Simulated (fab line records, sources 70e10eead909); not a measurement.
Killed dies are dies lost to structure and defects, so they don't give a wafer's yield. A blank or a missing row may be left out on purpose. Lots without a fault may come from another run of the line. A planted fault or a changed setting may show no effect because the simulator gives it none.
fab line records | flow nand_harc
record lots=10 wafers=30 last_day=34
route steps=1302 shown P_GATE@145 END@1302
lots that met no fault: from a run of the same line without faults
start_h: hours from the record's first day to the start of the lot's first wafer shown | wait_h: hours since the lot's step before | " the same as in the row above | L1.1+2: a row that stands for several wafers | - no value, or no start given | * or withheld: withheld | < > ~ a bound
route shown NAME@n: a module of which the file shows steps, and the number in the route of the first | usual: mean/standard deviation of fault-free wafers | same: alike in all rows | chamber/n: place in a boat | sites: the reading at each site | _std_site: their standard deviation | _edge_site: outer sites' mean less inner sites' | radius_mm: how far each site lies from the wafer's centre | mask NAME#n: copy n | behind: the tool/chamber that last shaped the wafer | hold: why the lot was held/for how many hours/how that ended | device: the transistor (n, p or np) that didn't switch | end of line: the same wafers' tests at the end of the route | a step without rows: its recipe alone | killed: dies lost to structure and defects at the first sort, not the wafer's yield | map: a wafer's dies, x killed, . not, _ none there
set.NAME: the setting as run; set.NAME@STEP: as run at that earlier step | model.NAME: the simulator's own value behind a step, which no gauge read
steps of the route over a sample of lots; a table a step, a row a wafer
services: from which hour (start_h, from the record's first day; less than 0 if before it) a tool's chamber was out of use, for how many hours, and why
## steps
# step NHARC_P_GATE_ETCH_104
# recipe target_depth_a=600 time_s=withheld cf4_flow_sccm=100 chf3_flow_sccm=30 ar_flow_sccm=0 rf_w=500 bias_w=200 chemistry=CF4/CHF3
# usual cf4_flow_sccm=100.04/0.3 chamber_pressure_mTorr=24.999/0.022 drypump_motor_current_A=6.0/0.45 oes_product_au=0.954/0.023 rf_vpp_V=370.1/2.4 showerhead_plenum_p_Torr=1.56/0.067 throttle_valve_pct=16.802/0.0092
# columns lot.wafer tool chamber start_h wait_h cf4_flow_sccm chamber_pressure_mTorr drypump_motor_current_A oes_product_au rf_vpp_V showerhead_plenum_p_Torr throttle_valve_pct
L982.4 rie_diel-01 0 106.47 0.1 100.69 24.947 5.7 0.926 373.1 1.65 16.790
L982.2 " 2 " " 100.33 24.948 6.5 0.911 371.1 1.56 16.805
L982.5 " 1 " " 99.98 25.006 6.4 0.940 372.2 1.62 16.809
L986.4 rie_diel-10 1 140.01 0.1 99.77 24.951 6.2 0.967 371.4 1.61 16.818
L986.2 " 0 " " 99.93 25.022 5.7 0.978 367.6 1.47 16.802
L986.6 " 1 " " 99.66 24.981 6.2 0.968 370.6 1.61 16.813
L987.2 rie_diel-01 1 147.19 0.1 99.81 24.972 6.4 0.978 373.8 1.62 16.792
L987.1 " 0 " " 100.35 25.000 5.7 0.964 373.0 1.65 16.810
L987.4 " 2 " " 100.48 25.007 6.6 0.953 370.6 1.56 16.807
L991.3 rie_diel-10 0 181.71 0.1 100.14 25.004 5.7 0.941 367.2 1.47 16.817
L991.6 " 1 " " 100.10 25.007 6.2 0.914 371.8 1.61 16.794
L991.5 " 2 " " 100.38 25.005 5.8 0.916 369.6 1.52 16.807
L992.2 rie_diel-13 0 196.66 0.1 100.20 25.027 5.0 0.981 368.1 1.50 16.796
L992.5 " 2 " " 100.05 24.960 6.3 0.958 367.3 1.48 16.805
L992.6 " 3 " " 100.08 24.976 6.5 0.979 367.2 1.48 16.793
L996.4 rie_diel-13 2 243.15 0.1 100.02 24.974 6.3 0.936 367.6 1.48 16.795
L996.3 " 3 " " 100.79 25.019 6.5 0.928 367.1 1.48 16.798
L996.1 " 1 " " 99.77 25.002 5.8 0.922 365.8 1.48 16.790
L101.3 rie_diel-10 2 293.17 0.4 100.02 25.008 5.9 0.921 369.3 1.52 16.800
L101.4 " 3 " " 100.03 24.978 5.7 0.922 373.5 1.63 16.788
L101.5 " 3 " " 100.04 25.007 5.7 0.936 372.3 1.63 16.811
L102.3 rie_diel-01 2 297.05 0.1 99.49 25.026 6.6 0.980 370.3 1.56 16.806
L102.1 " 3 " " 99.65 24.996 5.3 0.955 373.1 1.65 16.806
L102.4 " 0 " " 100.20 25.015 5.7 0.980 374.1 1.65 16.803
L103.4 rie_diel-13 3 308.61 0.1 100.48 25.000 6.5 0.908 368.0 1.48 16.793
L103.6 " 1 " " 99.72 24.997 5.8 0.929 367.5 1.48 16.804
L103.5 " 2 " " 100.36 24.985 6.2 0.919 366.2 1.48 16.800
L105.4 rie_diel-01 3 323.08 0.1 99.97 24.999 5.3 0.962 372.6 1.65 16.790
L105.2 " 0 " " 99.61 25.030 5.7 0.976 372.2 1.65 16.787
L105.6 " 1 " " 99.82 24.972 6.4 0.964 370.9 1.62 16.802
# step NHARC_P_GATE_STRIP_108
# recipe o2_flow_sccm=500 ar_flow_sccm=0 bias_w=0 chemistry=O2
# usual chamber_pressure_mTorr=60.00/0.058 drypump_motor_current_A=6.0/0.48 oes_product_au=1.003/0.011 rf_vpp_V=57.7/0.86 showerhead_plenum_p_Torr=3.47/0.15 throttle_valve_pct=17.037/0.0091
# columns lot.wafer tool chamber start_h wait_h chamber_pressure_mTorr drypump_motor_current_A oes_product_au rf_hours_counter_h rf_vpp_V showerhead_plenum_p_Torr throttle_valve_pct
L982.2 rie_diel-10 2 107.04 - 59.99 5.9 0.990 1.7 57.6 3.42 17.035
L982.4 " 3 " " 60.04 5.7 0.999 2.5 57.5 3.65 17.049
L982.5 " 0 " " 60.00 5.8 1.024 - 56.5 3.30 17.037
L986.2 rie_diel-01 1 140.54 - 59.98 6.4 1.018 4.0 57.0 3.63 17.047
L986.4 " 2 " " 60.02 6.6 0.998 - 57.6 3.50 17.039
L986.6 " 0 " " 60.04 5.7 1.022 - 57.0 3.70 17.040
L987.2 rie_diel-13 3 147.77 - 60.04 6.5 1.003 8.3 58.0 3.32 17.027
L987.1 " 0 " " 60.03 5.0 1.008 8.4 57.0 3.36 17.040
L987.4 " 1 " " 59.90 5.8 1.004 7.8 57.3 3.33 17.026
L991.3 rie_diel-01 1 182.27 - 60.01 6.4 1.017 4.9 57.6 3.63 17.044
L991.6 " 3 " " 59.91 5.3 1.013 - 58.1 3.69 17.051
L991.5 " 0 " " 60.04 5.7 1.011 - 57.0 3.70 17.019
L992.2 rie_diel-13 2 197.20 - 60.02 6.3 1.011 0.9 58.2 3.32 17.036
L992.5 " 1 " " 60.06 5.8 0.986 - 58.1 3.33 17.036
L992.6 " 2 " " 60.06 6.3 1.000 - 58.3 3.32 17.043
L996.1 rie_diel-13 1 243.75 - 59.98 5.8 1.002 3.6 58.6 3.33 17.035
L996.4 " 3 " " 59.97 6.5 0.994 4.4 57.9 3.32 17.044
L996.3 " 0 " " 59.96 5.0 0.998 3.8 57.1 3.36 17.035
L101.4 rie_diel-13 1 293.70 - 60.00 5.8 1.024 6.4 58.1 3.33 17.034
L101.3 " 3 " " 60.02 6.5 0.984 8.0 57.3 3.31 17.037
L101.5 " 2 " " 59.99 6.3 1.002 - 58.7 3.32 17.038
L102.1 rie_diel-01 3 297.62 - 59.95 5.3 1.007 5.1 59.0 3.69 17.049
L102.4 " 0 " " 60.02 5.7 1.020 5.0 58.7 3.69 17.047
L102.3 " 1 " " 59.93 6.4 1.003 4.8 58.3 3.62 17.048
L103.4 rie_diel-10 3 309.15 - 59.90 5.7 1.001 2.8 59.4 3.65 17.033
L103.6 " 2 " " 60.15 5.9 0.986 - 58.3 3.41 17.041
L103.5 " 3 " " 59.97 5.7 1.008 - 58.6 3.65 17.041
L105.4 rie_diel-10 1 323.61 - 60.07 6.1 0.997 4.0 57.9 3.59 17.044
L105.2 " 0 " " 60.02 5.8 0.991 3.6 56.5 3.30 17.047
L105.6 " 2 " " 59.96 5.9 1.006 - 57.4 3.41 17.042
# step NHARC_P_GATE_EXPOSE_43
# recipe na=0.6 target_cd_nm=720 dose_mj=14.81 mask_id=P_NSD
# usual reticle_temp_C=23.01/0.12
# columns lot.wafer tool chamber start_h wait_h mask reticle_temp_C
L982.2 krf_scanner-01 0 118.00 - P_NSD#0 22.74
L982.4 " 0 " " P_NSD#0 23.12
L982.5 " 0 " " P_NSD#0 22.89
L986.2 krf_scanner-02 0 151.57 - P_NSD#0 22.88
L986.4 " 0 " " P_NSD#0 22.85
L986.6 " 0 " " P_NSD#0 22.82
L987.1 krf_scanner-04 0 160.85 - P_NSD#0 22.80
L987.2 " 0 " " P_NSD#0 22.77
L987.4 " 0 " " P_NSD#0 22.86
L991.3 krf_scanner-01 0 193.32 - P_NSD#0 22.81
L991.5 " 0 " " P_NSD#0 23.00
L991.6 " 0 " " P_NSD#0 23.04
L992.2 krf_scanner-01 0 208.69 - P_NSD_R1#0 23.28
L992.5 " 0 " " P_NSD_R1#0 23.15
L992.6 " 0 " " P_NSD_R1#0 23.13
L996.1 krf_scanner-01 0 254.80 - P_NSD#0 23.02
L996.3 " 0 " " P_NSD#0 22.82
L996.4 " 0 " " P_NSD#0 23.04
L101.3 krf_scanner-01 0 304.64 - P_NSD#0 22.71
L101.4 " 0 " " P_NSD#0 22.84
L101.5 " 0 " " P_NSD#0 22.84
L102.1 krf_scanner-01 0 308.55 - P_NSD#0 23.05
L102.3 " 0 " " P_NSD#0 23.10
L102.4 " 0 " " P_NSD#0 22.99
L103.4 krf_scanner-02 0 320.12 - P_NSD#0 23.16
L103.5 " 0 " " P_NSD#0 23.09
L103.6 " 0 " " P_NSD#0 23.26
L105.2 krf_scanner-04 0 334.56 - P_NSD#0 22.90
L105.4 " 0 " " P_NSD#0 22.91
L105.6 " 0 " " P_NSD#0 22.83
# step NHARC_P_GATE_CD_MEAS_46
# recipe target_cd_nm=720 landing_energy_ev=500
# usual cd_nm=718.8/2.2
# columns lot.wafer tool chamber start_h wait_h cd_nm
L982.2 cd_sem-01 0 118.15 - 715.4
L982.4 " 0 " " 716.1
L982.5 " 0 " " 715.0
L986.2 cd_sem-03 0 151.72 - 718.5
L986.4 " 0 " " 716.9
L986.6 " 0 " " 716.0
L987.1 cd_sem-03 0 161.00 - 716.8
L987.2 " 0 " " 716.0
L987.4 " 0 " " 719.7
L991.3 cd_sem-01 0 193.47 - 716.5
L991.5 " 0 " " 716.8
L991.6 " 0 " " 719.7
L992.2 cd_sem-02 0 208.84 - 695.7
L992.5 " 0 " " 700.1
L992.6 " 0 " " 697.8
L996.1 cd_sem-02 0 254.95 - 717.4
L996.3 " 0 " " 720.8
L996.4 " 0 " " 720.9
L101.3 cd_sem-01 0 304.80 - 716.1
L101.4 " 0 " " 716.3
L101.5 " 0 " " 719.9
L102.1 cd_sem-01 0 308.71 - 719.9
L102.3 " 0 " " 721.3
L102.4 " 0 " " 723.4
L103.4 cd_sem-03 0 320.26 - 719.3
L103.5 " 0 " " 721.6
L103.6 " 0 " " 724.6
L105.2 cd_sem-02 0 334.71 - 717.3
L105.4 " 0 " " 718.1
L105.6 " 0 " " 717.6
# step NHARC_P_GATE_DESCUM_48
# recipe time_s=3 o2_flow_sccm=200 ar_flow_sccm=0 bias_power_w=0 chemistry=O2
# usual chamber_pressure_mTorr=60.00/0.055 drypump_motor_current_A=5.9/0.41 oes_product_au=1.000/0.013 rf_vpp_V=57.7/0.82 showerhead_plenum_p_Torr=1.90/0.086 throttle_valve_pct=11.310/0.0087
# same bias_power_w=0
# columns lot.wafer tool chamber start_h wait_h chamber_pressure_mTorr drypump_motor_current_A oes_product_au rf_hours_counter_h rf_vpp_V showerhead_plenum_p_Torr throttle_valve_pct
L982.4 rie_diel-01 3 118.32 - 59.93 5.3 1.024 3.2 58.1 2.01 11.321
L982.2 " 0 " " 59.96 5.7 1.005 3.5 58.3 2.01 11.311
L982.5 " 3 " " 60.02 5.3 1.012 - 57.1 2.01 11.307
L986.2 rie_diel-01 1 151.88 - 60.06 6.4 1.019 4.1 58.8 1.97 11.311
L986.6 " 1 " " 60.04 6.4 1.019 - 58.2 1.97 11.307
L986.4 " 2 " " 59.99 6.6 1.002 - 58.6 1.90 11.306
L987.1 rie_diel-10 2 161.16 - 60.02 5.9 0.992 5.0 57.7 1.85 11.321
L987.4 " 0 " " 60.04 5.8 1.015 5.1 57.5 1.78 11.311
L987.2 " 1 " " 60.12 6.1 0.987 6.3 59.5 1.96 11.331
L991.3 rie_diel-13 1 193.66 - 60.06 5.8 1.002 0.8 57.3 1.80 11.296
L991.5 " 2 " " 60.02 6.3 1.002 - 56.4 1.79 11.307
L991.6 " 3 " " 59.99 6.5 0.988 - 56.9 1.79 11.316
L992.2 rie_diel-10 1 209.03 - 60.00 6.2 0.976 7.6 56.8 1.95 11.318
L992.5 " 0 " " 60.09 5.8 1.028 - 56.7 1.78 11.304
L992.6 " 1 " " 59.89 6.1 0.978 - 58.0 1.95 11.320
L996.4 rie_diel-01 1 255.11 - 59.98 6.4 1.008 3.4 58.5 1.97 11.301
L996.3 " 2 " " 60.02 6.7 1.011 3.0 58.1 1.90 11.311
L996.1 " 3 " " 59.96 5.3 0.983 3.0 58.3 2.01 11.309
L101.4 rie_diel-13 0 304.96 - 60.01 5.0 0.995 8.8 56.5 1.81 11.295
L101.3 " 2 " " 60.02 6.3 0.995 8.1 57.8 1.79 11.305
L101.5 " 0 " " 59.97 5.0 0.998 - 58.1 1.81 11.300
L102.1 rie_diel-10 3 308.87 - 60.04 5.7 1.005 2.8 57.6 1.98 11.303
L102.3 " 0 " " 59.91 5.8 1.003 2.6 57.5 1.78 11.302
L102.4 " 2 " " 60.04 5.8 0.989 3.0 57.0 1.85 11.309
L103.4 rie_diel-01 0 320.43 - 60.08 5.7 1.020 6.4 58.2 2.01 11.301
L103.6 " 3 " " 59.90 5.3 0.990 - 59.2 2.01 11.311
L103.5 " 0 " " 60.01 5.7 1.011 - 59.2 2.01 11.315
L105.4 rie_diel-10 3 334.88 - 59.96 5.7 0.995 3.7 58.5 1.98 11.313
L105.2 " 1 " " 59.99 6.2 1.000 4.2 58.0 1.95 11.319
L105.6 " 3 " " 60.14 5.7 1.004 - 58.8 1.98 11.314
# step NHARC_END_SORT_01
# recipe temp_c=25
# usual killed_at_array=59/16 killed_at_other=0.7/1.1 killed_at_periphery=4/3 killed_dies=64/16 killed_open=3.4/1.8 killed_short=2.6/1.7
# same gross_dies=677
# columns lot.wafer tool chamber start_h wait_h killed_at_array killed_at_other killed_at_periphery killed_dies killed_open killed_short
L982.2 prober-01 0 567.42 2.8 40 1 7 48 3 4
L982.4 prober-01 0 569.03 3.4 51 1 5 57 8 0
L982.5 prober-01 0 569.84 3.7 44 0 10 54 6 3
L986.2 prober-02 0 595.63 2.8 45 0 0 45 2 0
L986.4 prober-02 0 597.23 3.4 50 1 1 52 2 2
L986.6 prober-02 0 598.83 4.0 54 2 2 58 4 2
L987.1 prober-01 0 606.06 2.5 61 0 8 69 4 8
L987.2 prober-01 0 606.85 2.8 53 0 3 56 0 2
L987.4 prober-01 0 608.44 3.4 46 0 7 53 4 3
L991.3 prober-01 0 653.94 3.1 57 0 1 58 3 2
L991.5 prober-01 0 655.52 3.7 66 0 2 68 1 2
L991.6 prober-01 0 656.31 3.9 66 0 2 68 1 4
L992.2 prober-02 0 660.38 2.8 73 1 6 80 6 3
L992.5 prober-02 0 662.77 3.7 84 2 7 93 4 1
L992.6 prober-02 0 663.57 4.0 70 2 6 78 4 5
L996.1 prober-02 0 705.03 2.5 60 0 6 66 5 3
L996.3 prober-02 0 706.61 3.1 47 0 5 52 4 2
L996.4 prober-02 0 707.41 3.4 61 2 5 68 2 2
L102.1 prober-02 0 746.48 2.5 64 0 3 67 1 1
L102.3 prober-02 0 748.06 3.1 81 1 3 85 1 4
L102.4 prober-02 0 748.85 3.4 59 1 3 63 1 2
L101.3 prober-01 0 764.94 3.1 62 0 3 65 3 3
L101.4 prober-01 0 765.72 3.3 51 2 1 54 1 2
L101.5 prober-01 0 766.49 3.6 58 0 4 62 4 6
L103.4 prober-02 0 780.18 3.4 24 0 2 26 1 2
L103.5 prober-02 0 780.99 3.7 32 0 3 35 8 3
L103.6 prober-02 0 781.80 4.0 26 0 3 29 6 2
L105.2 prober-02 0 803.38 2.8 53 0 5 58 3 2
L105.4 prober-02 0 804.99 3.4 68 1 4 73 1 5
L105.6 prober-02 0 806.61 4.0 57 1 4 62 5 1
# killed by level:class
L982.2 A_CHANNEL_HOLE_D2:chamber_film_flake=29 P_CONTACT:chamber_film_flake=5 A_WL_FILL:geometric_particle:short=3 A_CONTACT:chamber_film_flake=2 P_M0:geometric_particle:short=1 A_CHANNEL_FILL_D1:geometric_particle:open=1 A_CHANNEL_FILL_D2:geometric_particle:open=1 STARTING-WAFER:geometric_particle:open=1
L982.4 A_CHANNEL_HOLE_D2:chamber_film_flake=36 A_ONON_D2:geometric_particle:open=3 A_CHANNEL_FILL_D2:geometric_particle:open=3 P_CONTACT:chamber_film_flake=3 A_CONTACT:chamber_film_flake=3 A_CHANNEL_HOLE_D1:chamber_film_flake=2 A_BLC:geometric_particle:open=1 A_M0:geometric_particle:open=1
L982.5 A_CHANNEL_HOLE_D2:chamber_film_flake=34 P_CONTACT:chamber_film_flake=7 P_GATE:geometric_particle:open=1 P_CONTACT:geometric_particle:open=1 A_SOURCE_PLATE:geometric_particle:short=1 A_ONON_D1:geometric_particle:short=1 A_CHANNEL_FILL_D2:geometric_particle:open=1 A_WL_FILL:geometric_particle:open=1
L986.2 A_CHANNEL_HOLE_D2:chamber_film_flake=32 A_CONTACT:chamber_film_flake=5 A_CHANNEL_HOLE_D1:chamber_film_flake=2 A_STAIRCASE:chamber_film_flake=2 A_CHANNEL_HOLE_D1:geometric_particle:open=1 A_SGD_CUT:geometric_particle:open=1 A_DECK1_JOINT:chamber_film_flake=1 A_SLIT:chamber_film_flake=1
L986.4 A_CHANNEL_HOLE_D2:chamber_film_flake=28 A_CONTACT:chamber_film_flake=7 A_DECK1_JOINT:chamber_film_flake=3 A_CHANNEL_HOLE_D1:chamber_film_flake=2 A_STAIRCASE:chamber_film_flake=2 A_ONON_D1:geometric_particle:short=1 A_CHANNEL_FILL_D1:geometric_particle:open=1 A_STAIRCASE:geometric_particle:short=1
L986.6 A_CHANNEL_HOLE_D2:chamber_film_flake=39 A_CONTACT:chamber_film_flake=4 A_CHANNEL_FILL_D1:geometric_particle:short=2 A_CHANNEL_HOLE_D1:chamber_film_flake=2 A_DECK1_JOINT:chamber_film_flake=2 A_ONON_D1:geometric_particle:open=1 A_DECK1_JOINT:geometric_particle:open=1 A_CHANNEL_HOLE_D2:geometric_particle:open=1
L987.1 A_CHANNEL_HOLE_D2:chamber_film_flake=35 A_CONTACT:chamber_film_flake=5 P_ZERO_WELL:chamber_film_flake=3 A_CHANNEL_HOLE_D1:chamber_film_flake=3 A_DECK1_JOINT:chamber_film_flake=3 A_CHANNEL_FILL_D2:geometric_particle:short=2 A_WL_FILL:geometric_particle:short=2 P_BONDPAD:chamber_film_flake=2
L987.2 A_CHANNEL_HOLE_D2:chamber_film_flake=31 A_STAIRCASE:chamber_film_flake=6 A_CHANNEL_HOLE_D1:chamber_film_flake=5 A_M0:chamber_film_flake=4 P_BONDPAD:chamber_film_flake=2 A_CHANNEL_FILL_D1:chamber_film_flake=2 P_M0:geometric_particle:short=1 A_CHANNEL_FILL_D2:geometric_particle:short=1
L987.4 A_CHANNEL_HOLE_D2:chamber_film_flake=29 A_M0:chamber_film_flake=4 P_ZERO_WELL:chamber_film_flake=3 P_BONDPAD:chamber_film_flake=3 A_CHANNEL_HOLE_D1:chamber_film_flake=2 A_CONTACT:chamber_film_flake=2 P_M0:geometric_particle:open=1 A_ONON_D1:geometric_particle:open=1
L991.3 A_CHANNEL_HOLE_D1:chamber_film_flake=27 A_CHANNEL_HOLE_D2:chamber_film_flake=15 A_STAIRCASE:chamber_film_flake=3 A_CONTACT:chamber_film_flake=2 A_CHANNEL_FILL_D2:chamber_film_flake=2 A_SLIT:chamber_film_flake=2 A_SOURCE_PLATE:geometric_particle:open=1 A_CHANNEL_FILL_D1:geometric_particle:short=1
L991.5 A_CHANNEL_HOLE_D1:chamber_film_flake=32 A_CHANNEL_HOLE_D2:chamber_film_flake=17 A_CONTACT:chamber_film_flake=6 A_SLIT:chamber_film_flake=3 A_CHANNEL_FILL_D2:chamber_film_flake=2 A_STAIRCASE:chamber_film_flake=2 A_CHANNEL_HOLE_D2:geometric_particle:short=1 A_CHANNEL_FILL_D2:geometric_particle:short=1
L991.6 A_CHANNEL_HOLE_D1:chamber_film_flake=36 A_CHANNEL_HOLE_D2:chamber_film_flake=15 A_CONTACT:chamber_film_flake=3 P_M2:chamber_film_flake=2 A_STAIRCASE:chamber_film_flake=2 A_SOURCE_PLATE:geometric_particle:short=1 A_CHANNEL_FILL_D1:geometric_particle:open=1 A_DECK1_JOINT:geometric_particle:short=1
L992.2 A_CHANNEL_HOLE_D1:chamber_film_flake=33 A_SLIT:chamber_film_flake=16 A_STAIRCASE:chamber_film_flake=6 A_CHANNEL_FILL_D2:chamber_film_flake=4 P_CONTACT:geometric_particle:open=2 A_CHANNEL_FILL_D1:geometric_particle:short=2 P_STI:chamber_film_flake=2 A_CHANNEL_HOLE_D2:unspecified=2
L992.5 A_CHANNEL_HOLE_D1:chamber_film_flake=36 A_SLIT:chamber_film_flake=30 A_STAIRCASE:chamber_film_flake=6 A_CONTACT:chamber_film_flake=3 P_GATE:chamber_film_flake=2 A_CHANNEL_FILL_D1:chamber_film_flake=2 A_CHANNEL_FILL_D2:chamber_film_flake=2 THIN_TSV:chamber_film_flake=2
L992.6 A_CHANNEL_HOLE_D1:chamber_film_flake=33 A_SLIT:chamber_film_flake=20 A_CONTACT:chamber_film_flake=6 A_STAIRCASE:chamber_film_flake=4 P_M0:geometric_particle:short=2 A_CHANNEL_HOLE_D2:unspecified=2 THIN_TSV:chamber_film_flake=2 P_STI:geometric_particle:open=1
L996.1 A_SLIT:chamber_film_flake=21 A_CHANNEL_HOLE_D2:chamber_film_flake=13 A_CHANNEL_HOLE_D1:chamber_film_flake=6 A_CONTACT:chamber_film_flake=6 A_WL_FILL:chamber_film_flake=4 P_GATE:chamber_film_flake=2 A_STAIRCASE:chamber_film_flake=2 P_GATE:geometric_particle:open=1
L996.3 A_SLIT:chamber_film_flake=14 A_CHANNEL_HOLE_D1:chamber_film_flake=10 A_CHANNEL_HOLE_D2:chamber_film_flake=6 A_CONTACT:chamber_film_flake=6 A_WL_FILL:chamber_film_flake=4 P_CONTACT:chamber_film_flake=3 P_M2:geometric_particle:open=1 A_CHANNEL_HOLE_D1:geometric_particle:short=1
L996.4 A_SLIT:chamber_film_flake=27 A_CHANNEL_HOLE_D2:chamber_film_flake=15 A_CHANNEL_HOLE_D1:chamber_film_flake=6 A_STAIRCASE:chamber_film_flake=5 A_CONTACT:chamber_film_flake=5 P_CONTACT:chamber_film_flake=2 THIN_TSV:chamber_film_flake=2 P_M0:geometric_particle:open=1
L102.1 A_CHANNEL_HOLE_D1:chamber_film_flake=33 A_CHANNEL_HOLE_D2:chamber_film_flake=15 A_CONTACT:chamber_film_flake=6 A_SLIT:chamber_film_flake=4 A_WL_FILL:chamber_film_flake=2 P_M0:geometric_particle:open=1 A_SGD_CUT:geometric_particle:short=1 P_CONTACT:chamber_film_flake=1
L102.3 A_CHANNEL_HOLE_D1:chamber_film_flake=36 A_CHANNEL_HOLE_D2:chamber_film_flake=27 A_CONTACT:chamber_film_flake=7 A_ONON_D1:geometric_particle:short=2 P_M1:chamber_film_flake=2 A_CHANNEL_FILL_D1:chamber_film_flake=2 A_WL_FILL:chamber_film_flake=2 A_STAIRCASE:chamber_film_flake=2
L102.4 A_CHANNEL_HOLE_D1:chamber_film_flake=25 A_CHANNEL_HOLE_D2:chamber_film_flake=19 A_SLIT:chamber_film_flake=5 A_CHANNEL_FILL_D1:chamber_film_flake=3 P_M1:chamber_film_flake=2 A_WL_FILL:chamber_film_flake=2 A_CONTACT:chamber_film_flake=2 P_M0:geometric_particle:short=1
L101.3 A_SLIT:chamber_film_flake=37 A_CHANNEL_HOLE_D2:chamber_film_flake=13 A_CHANNEL_HOLE_D1:chamber_film_flake=6 A_ONON_D1:geometric_particle:open=2 P_CONTACT:geometric_particle:open=1 P_M0:geometric_particle:short=1 A_WL_FILL:geometric_particle:short=1 A_M0:geometric_particle:short=1
L101.4 A_CHANNEL_HOLE_D2:chamber_film_flake=19 A_SLIT:chamber_film_flake=18 A_CHANNEL_HOLE_D1:chamber_film_flake=6 THIN_TSV:chamber_film_flake=2 A_ONON_D1:geometric_particle:open=1 A_ONON_D2:geometric_particle:short=1 A_BLC:geometric_particle:short=1 P_BONDPAD:chamber_film_flake=1
L101.5 A_CHANNEL_HOLE_D1:chamber_film_flake=19 A_CHANNEL_HOLE_D2:chamber_film_flake=14 A_SLIT:chamber_film_flake=12 A_CHANNEL_FILL_D1:geometric_particle:short=2 A_WL_FILL:chamber_film_flake=2 P_CONTACT:geometric_particle:short=1 A_CHANNEL_HOLE_D1:geometric_particle:open=1 A_CHANNEL_FILL_D1:geometric_particle:open=1
L103.4 A_SLIT:chamber_film_flake=6 A_CONTACT:chamber_film_flake=5 A_STAIRCASE:chamber_film_flake=4 A_DECK1_JOINT:chamber_film_flake=2 A_CHANNEL_FILL_D2:chamber_film_flake=2 P_M1:geometric_particle:short=1 A_CHANNEL_FILL_D2:geometric_particle:short=1 A_CONTACT:geometric_particle:open=1
L103.5 A_CONTACT:chamber_film_flake=11 A_SLIT:chamber_film_flake=7 A_CHANNEL_FILL_D1:geometric_particle:open=2 A_SGD_CUT:geometric_particle:open=2 A_CHANNEL_HOLE_D1:chamber_film_flake=2 P_M0:geometric_particle:open=1 P_M1:geometric_particle:short=1 A_ONON_D1:geometric_particle:open=1
L103.6 A_CONTACT:chamber_film_flake=9 A_SLIT:chamber_film_flake=5 A_CHANNEL_FILL_D2:chamber_film_flake=3 A_WL_FILL:geometric_particle:open=2 P_ZERO_WELL:chamber_film_flake=2 A_SOURCE_PLATE:geometric_particle:open=1 A_SOURCE_PLATE:geometric_particle:short=1 A_CHANNEL_FILL_D1:geometric_particle:open=1
L105.2 A_SLIT:chamber_film_flake=31 A_CHANNEL_HOLE_D1:chamber_film_flake=13 A_CONTACT:chamber_film_flake=3 P_ZERO_WELL:chamber_film_flake=2 P_M2:chamber_film_flake=2 A_STAIRCASE:chamber_film_flake=2 P_GATE:geometric_particle:open=1 A_DECK1_JOINT:geometric_particle:open=1
L105.4 A_SLIT:chamber_film_flake=34 A_CHANNEL_HOLE_D1:chamber_film_flake=16 A_STAIRCASE:chamber_film_flake=8 A_DECK1_JOINT:geometric_particle:short=2 A_WL_FILL:geometric_particle:short=2 P_M2:chamber_film_flake=2 A_DECK1_JOINT:chamber_film_flake=2 A_CONTACT:chamber_film_flake=2
L105.6 A_SLIT:chamber_film_flake=28 A_CHANNEL_HOLE_D1:chamber_film_flake=15 A_CONTACT:chamber_film_flake=6 A_M0:geometric_particle:open=2 P_M2:chamber_film_flake=2 A_STAIRCASE:chamber_film_flake=2 P_CONTACT:geometric_particle:open=1 A_DECK1_JOINT:geometric_particle:open=1
## services
# columns tool chamber start_h hours kind
rie_diel-10 2 83.83 12.8 repair
rie_diel-01 1 88.60 1.2 repair
krf_scanner-02 - 94.00 4.0 pm
krf_scanner-02 - 100.23 4.8 repair
krf_scanner-01 - 106.09 1.6 repair
krf_scanner-04 - 127.36 0.2 repair
krf_scanner-02 - 137.14 2.4 repair
rie_diel-01 3 138.43 21.0 repair
krf_scanner-01 - 140.00 4.0 pm
rie_diel-01 2 154.09 8.1 repair
rie_diel-01 2 164.48 16.5 repair
rie_diel-13 - 165.12 9.0 pm
rie_diel-01 - 203.80 9.0 pm
rie_diel-13 2 205.79 3.4 repair
rie_diel-10 3 208.14 1.5 repair
rie_diel-13 1 214.76 2.6 repair
krf_scanner-01 - 218.06 0.2 repair
rie_diel-10 2 235.82 3.1 repair
rie_diel-10 - 242.50 9.0 pm
rie_diel-13 - 266.92 0.3 repair
krf_scanner-01 - 312.00 4.0 pm
rie_diel-13 3 314.48 2.5 repair
rie_diel-10 - 315.60 0.2 repair
rie_diel-01 - 316.09 0.9 repair
## key
first_sign step=NHARC_P_GATE_EXPOSE_43 reading=mask direction=changed
effect step=NHARC_P_GATE_CD_MEAS_46 reading=cd_nm direction=down sigmas=9.7 usual=718.8 struck=697.9
met_at NHARC_P_GATE_EXPOSE_43
struck_lots L992
tester_left_out L992
not_acting_at NHARC_P_GATE_ETCH_104,NHARC_P_GATE_STRIP_108,NHARC_P_GATE_DESCUM_48
onset_between 193.32 208.69
fault kind=wrong_mask tool=any chamber=- onset_h=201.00 steps=NHARC_P_GATE_EXPOSE_43 aux_copy=P_NSD_R1#0 cd_offset_nm=-21.272 scope=struck_lots_only
# tester_left_out: of these lots the tester's yield and bins aren't shown, on N5 and GAA mostly nor the transistor test; their killed dies are dies lost to structure and defects alone, not to doping, threshold or leakage, so they don't give the yield
